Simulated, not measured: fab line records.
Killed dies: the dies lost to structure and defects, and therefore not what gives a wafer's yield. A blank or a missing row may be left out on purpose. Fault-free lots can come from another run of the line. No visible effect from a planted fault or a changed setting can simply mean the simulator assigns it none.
Chamber matching | flow n5 finfet | N5_FIN_SAQP_ETCH_51 on rie diel-02: 4 sister chambers
The step etches SiARC in CF4, target depth 45.5 nm, time 75.8 s. 4 wafers are shown with their chamber, then 8 later ones without.

WAFERS, EACH WITH ITS CHAMBER
wafer  | chamber | showerhead plenum p Torr (Torr)
L083.2 | 2       | 2.09
L083.4 | 0       | 2.17
L083.6 | 1       | 2.05
L089.1 | 3       | 2.13

WAFERS WHOSE CHAMBER IS MISSING
wafer  | showerhead plenum p Torr (Torr)
L089.2 | 2.04
L089.5 | 2.13
L090.3 | 2.04
L090.5 | 2.13
L090.6 | 2.04
L096.2 | 2.09
L096.3 | 2.16
L096.5 | 2.09

WHICH CHAMBER EACH WENT THROUGH
wafer  | from the rows above | in truth
L089.2 | 1                   | 1
L089.5 | 3                   | 3
L090.3 | 1                   | 1
L090.5 | 3                   | 3
L090.6 | 1                   | 1
L096.2 | 2                   | 2
L096.3 | 0                   | 0
L096.5 | 2                   | 2
Correct placement for 8 of the 8. Left unplaced by these rows: 0. Placed wrongly: 0.
How it was worked out, from the rows above alone: a wafer's distance from a chamber is the root of the sum, over the readings, of the square of ((its reading less the chamber's mean) divided by the reading's scatter). If the next closest chamber is less than 2 further off than the closest, the wafer can't be placed; otherwise it belongs to the closest. The mean given for a chamber averages the wafers shown for that chamber. The scatter: with one shown wafer a chamber, the root of the mean of the squares of how far each hidden wafer lies from its nearest shown one.
